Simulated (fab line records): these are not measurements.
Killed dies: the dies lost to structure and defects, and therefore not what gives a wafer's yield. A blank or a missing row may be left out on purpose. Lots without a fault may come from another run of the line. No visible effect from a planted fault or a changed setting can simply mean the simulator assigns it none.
Lot-split experiment :: flow n5-finfet :: 39 wafers read from 7 lots, route of 1938 steps

THE SPLIT
At N5_BEOL_M15_ILD_DEP_00 (deposits SiO2 from TEOS/O2, target thk 1629.3 nm, time 346.1 s), the setting time-s was moved away from the recipe's 346.1 s on 12 of the 39 wafers read, by -16.8% to +53.9%. This setting was run at the recipe's value on the other wafers.

There is no step in the file separating the split from the reading.

THE READING
M15_ILD_THK in nanometres, read at N5_BEOL_M15_THK_MEAS_01. Fault-free wafers of this fab line usually give 1632 nm, standard deviation 22 nm.

wafer: L074.1
tool, chamber at the split: pecvd-02, 2
time-s as run, s: 346.1
against the recipe: recipe
M15_ILD_THK, nm: 1647
against lot-mates on the recipe: -

wafer: L074.2
tool, chamber at the split: pecvd-02, 0
time-s as run, s: 346.1
against the recipe: recipe
M15_ILD_THK, nm: 1645
against lot-mates on the recipe: -

wafer: L074.3
tool, chamber at the split: pecvd-02, 1
time-s as run, s: 346.1
against the recipe: recipe
M15_ILD_THK, nm: 1660
against lot-mates on the recipe: -

wafer: L074.4
tool, chamber at the split: pecvd-02, 2
time-s as run, s: 346.1
against the recipe: recipe
M15_ILD_THK, nm: 1661
against lot-mates on the recipe: -

wafer: L074.5
tool, chamber at the split: pecvd-02, 1
time-s as run, s: 346.1
against the recipe: recipe
M15_ILD_THK, nm: 1684
against lot-mates on the recipe: -

wafer: L074.6
tool, chamber at the split: pecvd-02, 0
time-s as run, s: 346.1
against the recipe: recipe
M15_ILD_THK, nm: 1655
against lot-mates on the recipe: -

wafer: L081.1
tool, chamber at the split: pecvd-04, 2
time-s as run, s: 346.1
against the recipe: recipe
M15_ILD_THK, nm: 1626
against lot-mates on the recipe: -

wafer: L081.2
tool, chamber at the split: pecvd-04, 1
time-s as run, s: 288
against the recipe: -16.8%
M15_ILD_THK, nm: 1329
against lot-mates on the recipe: -307

wafer: L081.3
tool, chamber at the split: pecvd-04, 0
time-s as run, s: 288
against the recipe: -16.8%
M15_ILD_THK, nm: 1338
against lot-mates on the recipe: -298

wafer: L081.4
tool, chamber at the split: pecvd-04, 2
time-s as run, s: 346.1
against the recipe: recipe
M15_ILD_THK, nm: 1647
against lot-mates on the recipe: -

wafer: L081.5
tool, chamber at the split: pecvd-04, 1
time-s as run, s: 346.1
against the recipe: recipe
M15_ILD_THK, nm: 1636
against lot-mates on the recipe: -

wafer: L081.6
tool, chamber at the split: pecvd-04, 0
time-s as run, s: 288
against the recipe: -16.8%
M15_ILD_THK, nm: 1355
against lot-mates on the recipe: -281

wafer: L082.1
tool, chamber at the split: pecvd-04, 2
time-s as run, s: 346.1
against the recipe: recipe
M15_ILD_THK, nm: 1596
against lot-mates on the recipe: -

wafer: L082.2
tool, chamber at the split: pecvd-04, 0
time-s as run, s: 426.8
against the recipe: +23.3%
M15_ILD_THK, nm: 1952
against lot-mates on the recipe: +346

wafer: L082.3
tool, chamber at the split: pecvd-04, 1
time-s as run, s: 346.1
against the recipe: recipe
M15_ILD_THK, nm: 1589
against lot-mates on the recipe: -

wafer: L082.4
tool, chamber at the split: pecvd-04, 2
time-s as run, s: 426.8
against the recipe: +23.3%
M15_ILD_THK, nm: 2006
against lot-mates on the recipe: +400

wafer: L082.5
tool, chamber at the split: pecvd-04, 0
time-s as run, s: 346.1
against the recipe: recipe
M15_ILD_THK, nm: 1633
against lot-mates on the recipe: -

wafer: L082.6
tool, chamber at the split: pecvd-04, 1
time-s as run, s: 426.8
against the recipe: +23.3%
M15_ILD_THK, nm: 1998
against lot-mates on the recipe: +392

wafer: L083.1
tool, chamber at the split: pecvd-03, 2
time-s as run, s: 346.1
against the recipe: recipe
M15_ILD_THK, nm: 1585
against lot-mates on the recipe: -

wafer: L083.2
tool, chamber at the split: pecvd-03, 0
time-s as run, s: 346.1
against the recipe: recipe
M15_ILD_THK, nm: 1610
against lot-mates on the recipe: -

wafer: L083.3
tool, chamber at the split: pecvd-03, 1
time-s as run, s: 472.7
against the recipe: +36.6%
M15_ILD_THK, nm: 2200
against lot-mates on the recipe: +582

wafer: L083.4
tool, chamber at the split: pecvd-03, 1
time-s as run, s: 346.1
against the recipe: recipe
M15_ILD_THK, nm: 1659
against lot-mates on the recipe: -

wafer: L083.5
tool, chamber at the split: pecvd-03, 0
time-s as run, s: 472.7
against the recipe: +36.6%
M15_ILD_THK, nm: 2239
against lot-mates on the recipe: +621

wafer: L083.6
tool, chamber at the split: pecvd-03, 2
time-s as run, s: 472.7
against the recipe: +36.6%
M15_ILD_THK, nm: 2228
against lot-mates on the recipe: +610

wafer: L089.1
tool, chamber at the split: pecvd-02, 2
time-s as run, s: 346.1
against the recipe: recipe
M15_ILD_THK, nm: 1630
against lot-mates on the recipe: -

wafer: L089.2
tool, chamber at the split: pecvd-02, 1
time-s as run, s: 346.1
against the recipe: recipe
M15_ILD_THK, nm: 1646
against lot-mates on the recipe: -

wafer: L089.3
tool, chamber at the split: pecvd-02, 0
time-s as run, s: 346.1
against the recipe: recipe
M15_ILD_THK, nm: 1620
against lot-mates on the recipe: -

wafer: L091.1
tool, chamber at the split: pecvd-02, 1
time-s as run, s: 346.1
against the recipe: recipe
M15_ILD_THK, nm: 1659
against lot-mates on the recipe: -

wafer: L091.2
tool, chamber at the split: pecvd-02, 2
time-s as run, s: 346.1
against the recipe: recipe
M15_ILD_THK, nm: 1613
against lot-mates on the recipe: -

wafer: L091.3
tool, chamber at the split: pecvd-02, 0
time-s as run, s: 346.1
against the recipe: recipe
M15_ILD_THK, nm: 1625
against lot-mates on the recipe: -

wafer: L091.4
tool, chamber at the split: pecvd-02, 0
time-s as run, s: 346.1
against the recipe: recipe
M15_ILD_THK, nm: 1656
against lot-mates on the recipe: -

wafer: L091.5
tool, chamber at the split: pecvd-02, 1
time-s as run, s: 346.1
against the recipe: recipe
M15_ILD_THK, nm: 1680
against lot-mates on the recipe: -

wafer: L091.6
tool, chamber at the split: pecvd-02, 2
time-s as run, s: 346.1
against the recipe: recipe
M15_ILD_THK, nm: 1647
against lot-mates on the recipe: -

wafer: L095.1
tool, chamber at the split: pecvd-03, 0
time-s as run, s: 532.8
against the recipe: +53.9%
M15_ILD_THK, nm: 2483
against lot-mates on the recipe: +856

wafer: L095.2
tool, chamber at the split: pecvd-03, 2
time-s as run, s: 346.1
against the recipe: recipe
M15_ILD_THK, nm: 1597
against lot-mates on the recipe: -

wafer: L095.3
tool, chamber at the split: pecvd-03, 1
time-s as run, s: 532.8
against the recipe: +53.9%
M15_ILD_THK, nm: 2504
against lot-mates on the recipe: +877

wafer: L095.4
tool, chamber at the split: pecvd-03, 1
time-s as run, s: 346.1
against the recipe: recipe
M15_ILD_THK, nm: 1645
against lot-mates on the recipe: -

wafer: L095.5
tool, chamber at the split: pecvd-03, 2
time-s as run, s: 532.8
against the recipe: +53.9%
M15_ILD_THK, nm: 2502
against lot-mates on the recipe: +875

wafer: L095.6
tool, chamber at the split: pecvd-03, 0
time-s as run, s: 346.1
against the recipe: recipe
M15_ILD_THK, nm: 1638
against lot-mates on the recipe: -

THE FIT
A straight line over all 39 wafers: M15_ILD_THK changes by +16 nm for each +1% of time-s; r = +1.00; the points scatter about the line by 25 nm.
The same after taking each lot's own level away (the mean of its wafers on the recipe; 39 wafers): +16.4 nm for each +1%; r = +1.00; scatter 20 nm.
The reading moves by 8.8e+02 nm for the largest change in time-s, on that fit.
From 1606.0 to 1658.7 nm: that is the span of the lots' own levels, equal to 2.4 times the standard deviation above.
The two slopes are in agreement: the lot-to-lot level therefore moves the slope only a little.
Check: for one of the wafers moved furthest among these (+53.9%), held out of the fit, the line's prediction against its lot-mates is +887 nm. Against them it came out at +856 nm.

THE WHOLE CHAIN: every reading that the file lists as answering this split, in the file's order
step: N5_BEOL_M15_ILD_DEP_00
what it does: deposits SiO2 from TEOS/O2, target thk 1629.3 nm, time 346.1 s
reading: SiO2_of_BEOL_M15_ILD_DEP_00.thk-nm (the simulator's own value, which no gauge read)
change (the file's fit): +16.3 nm for each +1% of the setting
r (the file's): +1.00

step: N5_BEOL_M15_THK_MEAS_01
what it does: 
reading: M15_ILD_THK
change (the file's fit): +16.3 for each +1% of the setting
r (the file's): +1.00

step: N5_BEOL_M15_VIA_ETCH_16
what it does: etches SiO2 in C4F8/O2/Ar, target depth 1792.2 nm
reading: etch.depth-nm (the simulator's own value, which no gauge read)
change (the file's fit): +16.3 nm for each +1% of the setting
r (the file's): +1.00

step: N5_BEOL_M15_VIA_ETCH_16
what it does: etches SiO2 in C4F8/O2/Ar, target depth 1792.2 nm
reading: coat_of_BEOL_M15_COAT_04.thk-nm (the simulator's own value, which no gauge read)
change (the file's fit): -3.94 nm for each +1% of the setting
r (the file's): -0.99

THE FILE'S OWN FIT
M15_ILD_THK changes by +16.3 nm for each +1% of time-s, r = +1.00.
